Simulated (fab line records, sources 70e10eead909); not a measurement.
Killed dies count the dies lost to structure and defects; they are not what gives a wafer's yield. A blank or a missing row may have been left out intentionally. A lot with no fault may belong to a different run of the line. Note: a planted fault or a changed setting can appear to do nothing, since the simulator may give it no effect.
Chamber matching	flow nand_harc	4 sister chambers for NHARC_P_CONTACT_CMP_24 on cmp-01
The step polishes, t overpolish 30 s, target thk 200 nm. 4 wafers are shown with their chamber, then 9 later ones without.

## EACH WAFER AND ITS CHAMBER
wafer	chamber	time_to_endpoint_s (s)
L086.1	3	44.0
L086.2	1	43.7
L091.2	0	37.0
L091.6	2	35.7

## WAFERS MISSING THEIR CHAMBER
wafer	time_to_endpoint_s (s)
L091.1	39.4
L091.3	37.4
L091.5	38.0
L094.1	39.2
L094.3	36.6
L094.5	36.8
L097.2	42.4
L097.4	39.6
L097.5	41.7

## CHAMBER TAKEN BY EACH
wafer	from the rows above	in truth
L091.1	can't be placed: 0 or 2 or 1 or 3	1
L091.3	can't be placed: 0 or 2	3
L091.5	can't be placed: 0 or 2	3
L094.1	can't be placed: 0 or 2 or 1 or 3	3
L094.3	can't be placed: 0 or 2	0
L094.5	can't be placed: 0 or 2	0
L097.2	can't be placed: 1 or 3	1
L097.4	can't be placed: 0 or 2 or 1 or 3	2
L097.5	can't be placed: 1 or 3 or 0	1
Correct placement for 0 of the 9. These rows do not allow placing 9 (true chamber among the candidates in 7). Wrongly placed: 0.
How it was worked out, from the rows above alone: a wafer's distance from a chamber is the root of the sum, over the readings, of the square of ((its reading less the chamber's mean) divided by the reading's scatter). If the next closest chamber is less than 2 further off than the closest, the wafer can't be placed; otherwise it belongs to the closest. The mean given for a chamber averages the wafers shown for that chamber. The scatter: with one shown wafer a chamber, the root of the mean of the squares of how far each hidden wafer lies from its nearest shown one.
